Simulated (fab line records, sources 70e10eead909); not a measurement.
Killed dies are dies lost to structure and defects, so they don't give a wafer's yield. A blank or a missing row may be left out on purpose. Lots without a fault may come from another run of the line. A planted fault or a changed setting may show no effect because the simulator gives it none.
Chamber matching | flow nand_harc | NHARC_A_M0_DEP_32 on pecvd-01: 3 sister chambers
The step deposits SiCN, target thk 30 nm. 6 wafers are shown with their chamber, then 8 later ones without.

WAFERS WITH THEIR CHAMBER
wafer  | chamber | heater_power_w (W) | heater_power_outer_w (W)
L076.6 | 2       | 524                | 311
L078.4 | 2       | 539                | 309
L080.6 | 0       | 598                | 345
L081.4 | 0       | 685                | 400
L081.5 | 1       | 736                | 386
L093.2 | 1       | 699                | 383

WAFERS WITHOUT THEIR CHAMBER
wafer  | heater_power_w (W) | heater_power_outer_w (W)
L093.3 | 442                | 239
L093.4 | 594                | 340
L094.4 | 751                | 407
L094.5 | 463                | 255
L094.6 | 599                | 361
L095.2 | 424                | 220
L095.4 | 749                | 419
L095.5 | 627                | 370

WHICH CHAMBER EACH WENT THROUGH
wafer  | from the rows above          | in truth
L093.3 | 2                            | 2
L093.4 | can't be placed: 0 or 2 or 1 | 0
L094.4 | can't be placed: 1 or 0      | 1
L094.5 | 2                            | 2
L094.6 | can't be placed: 0 or 2      | 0
L095.2 | 2                            | 2
L095.4 | can't be placed: 1 or 0      | 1
L095.5 | 0                            | 0
Placed correctly: 4 of 8. Can't be placed from these rows: 4 (the true chamber is among the candidates in 4). Placed wrongly: 0.
How it was worked out, from the rows above alone: a wafer's distance from a chamber is the root of the sum, over the readings, of the square of ((its reading less the chamber's mean) divided by the reading's scatter). The wafer belongs to the nearest chamber; if the next one is less than 2 further off, it can't be placed. A chamber's mean is the mean of its shown wafers. The scatter: the root of (the sum of the squares of (reading less its chamber's mean) over the shown wafers, divided by (wafers less chambers)).
